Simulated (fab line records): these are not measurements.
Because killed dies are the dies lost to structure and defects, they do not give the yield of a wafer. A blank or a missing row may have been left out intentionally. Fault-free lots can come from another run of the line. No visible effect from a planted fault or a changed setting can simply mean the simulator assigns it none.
Chamber matching ; flow n5Finfet ; rieDiel-06 running N5_FIN_SAQP_ETCH_67: 4 sister chambers
The step etches SiNx in CH3F/O2, target depth 30 nm. 8 wafers are shown with their chamber, then 11 later ones without.

EACH WAFER AND ITS CHAMBER
wafer;chamber;throttleValvePct (%);drypumpMotorCurrentA (A)
L078.1;1;16.50;5.8
L078.6;0;16.32;5.7
L079.1;2;16.77;6.8
L079.2;0;16.34;5.8
L079.4;1;16.51;5.7
L079.5;2;16.77;6.9
L079.6;3;16.10;5.4
L080.1;3;16.13;5.4

WAFERS WITH NO CHAMBER GIVEN
wafer;throttleValvePct (%);drypumpMotorCurrentA (A)
L080.2;16.36;5.8
L080.5;16.51;5.8
L083.1;16.78;6.8
L083.2;16.52;5.8
L083.5;16.39;5.7
L090.1;16.39;5.8
L090.4;16.55;5.8
L090.5;16.39;5.8
L094.1;16.56;5.7
L094.5;16.40;5.8
L094.6;16.20;5.4

EACH ONE'S CHAMBER
wafer;from the rows above;in truth
L080.2;0;0
L080.5;1;1
L083.1;2;2
L083.2;1;1
L083.5;0;0
L090.1;0;0
L090.4;1;1
L090.5;0;0
L094.1;1;1
L094.5;0;0
L094.6;3;3
Correctly placed: 11 of 11. Not placeable from these rows: 0. Wrongly placed: 0.
How it was worked out, from the rows above alone: a wafer's distance from a chamber is the root of the sum, over the readings, of the square of ((its reading less the chamber's mean) divided by the reading's scatter). If the next closest chamber is less than 2 further off than the closest, the wafer can't be placed; otherwise it belongs to the closest. The mean given for a chamber averages the wafers shown for that chamber. The scatter: the root of (the sum of the squares of (reading less its chamber's mean) over the shown wafers, divided by (wafers less chambers)).
